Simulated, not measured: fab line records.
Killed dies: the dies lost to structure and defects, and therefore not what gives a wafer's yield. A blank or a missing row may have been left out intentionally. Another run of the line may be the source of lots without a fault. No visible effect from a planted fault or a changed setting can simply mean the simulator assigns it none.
Matching of chambers | flow nand-harc | NHARC_P_CONTACT_STRIP_28 on rie-diel-03: 4 sister chambers
The step strips in O2. 4 wafers are shown with their chamber, then 10 later ones without.

== WAFERS PAIRED WITH THEIR CHAMBERS ==
wafer  | chamber | showerhead-plenum-p-Torr (Torr)
L080.2 | 1       | 3.49
L085.2 | 0       | 3.50
L090.1 | 3       | 3.78
L090.3 | 2       | 3.67

== WAFERS WITH NO CHAMBER GIVEN ==
wafer  | showerhead-plenum-p-Torr (Torr)
L090.4 | 3.68
L094.1 | 3.78
L094.3 | 3.67
L094.5 | 3.49
L096.3 | 3.49
L096.4 | 3.67
L096.6 | 3.49
L095.2 | 3.67
L095.3 | 3.49
L095.5 | 3.67

== THE CHAMBER EACH PASSED THROUGH ==
wafer  | from the rows above | in truth
L090.4 | 2                   | 2
L094.1 | 3                   | 3
L094.3 | 2                   | 2
L094.5 | 1                   | 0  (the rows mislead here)
L096.3 | 1                   | 1
L096.4 | 2                   | 2
L096.6 | 1                   | 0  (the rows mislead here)
L095.2 | 2                   | 2
L095.3 | 1                   | 1
L095.5 | 2                   | 2
8 of 10 placed correctly. Left unplaced by these rows: 0. 2 placed wrongly.
How it was worked out, from the rows above alone: a wafer's distance from a chamber is the root of the sum, over the readings, of the square of ((its reading less the chamber's mean) divided by the reading's scatter). The wafer belongs to the nearest chamber; if the next one is less than 2 further off, it can't be placed. The mean given for a chamber averages the wafers shown for that chamber. The scatter (one wafer shown for each chamber): square how far every hidden wafer sits from the nearest shown wafer, average those squares and take the square root.
